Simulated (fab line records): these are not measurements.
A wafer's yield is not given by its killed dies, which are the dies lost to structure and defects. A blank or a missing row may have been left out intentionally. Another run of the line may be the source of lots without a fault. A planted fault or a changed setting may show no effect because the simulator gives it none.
Matching of chambers    flow n5Finfet    4 sister chambers for N5_DUMMY_GATE_ETCH_23 on rieSi-06
The step etches poly-Si in HBr/Cl2/O2, target depth 41 nm, time 22.3 s. 16 wafers are shown with their chamber, then 8 later ones without.

WAFERS WITH THEIR CHAMBER
wafer   chamber  drypumpMotorCurrentA (A)  throttleValvePct (%)  heBacksideLeakSccm (sccm)
L077.1  2        4.9                       37.05                 2.4
L077.3  3        5.1                       37.50                 3.2
L077.5  2        4.9                       37.05                 2.3
L079.1  1        6.0                       37.42                 3.5
L079.2  2        4.9                       37.06                 2.3
L079.6  0        5.6                       37.37                 2.5
L081.3  3        5.0                       37.49                 3.1
L081.4  0        5.6                       37.34                 2.6
L081.5  0        5.6                       37.35                 2.4
L084.1  0        5.6                       37.35                 2.4
L084.3  2        4.9                       37.05                 2.5
L084.6  2        4.9                       37.05                 2.4
L088.1  0        5.6                       37.35                 2.4
L088.2  2        4.9                       37.05                 2.3
L088.5  1        6.0                       37.42                 3.2
L094.1  3        5.0                       37.49                 3.2

SIGNATURES, as means of the wafers listed above
reading               chamber 0  chamber 1  chamber 2  chamber 3  scatter within a chamber
drypumpMotorCurrentA  5.600      6.000      4.900      5.033      0.0236
throttleValvePct      37.3520    37.4200    37.0517    37.4933    0.00725
heBacksideLeakSccm    2.460      3.350      2.367      3.167      0.0987
Rule: a wafer lies at a distance from a chamber equal to the root of the sum of squares, over the readings, of (its reading less the chamber's mean, divided by the reading's scatter). The wafer belongs to the nearest chamber; if the next one is less than 2 further off, it can't be placed. The scatter is the square root of a quotient: the sum, over the shown wafers, of each reading's squared deviation from its chamber's mean, divided by wafers minus chambers.

WAFERS WHOSE CHAMBER IS MISSING
wafer   drypumpMotorCurrentA (A)  throttleValvePct (%)  heBacksideLeakSccm (sccm)
L094.5  4.9                       37.07                 2.4
L094.6  5.0                       37.50                 3.1
L096.1  5.5                       37.37                 2.3
L096.3  6.0                       37.42                 3.4
L096.5  5.1                       37.49                 3.0
L097.1  6.0                       37.41                 3.3
L097.2  5.0                       37.05                 2.5
L097.3  5.1                       37.48                 3.1

EACH ONE'S CHAMBER
wafer   from the rows above  in truth
L094.5  2                    2
L094.6  3                    3
L096.1  0                    0
L096.3  1                    1
L096.5  3                    3
L097.1  1                    1
L097.2  2                    2
L097.3  3                    3
8 of 8 placed correctly. Not placeable from these rows: 0. Number placed wrongly: 0.
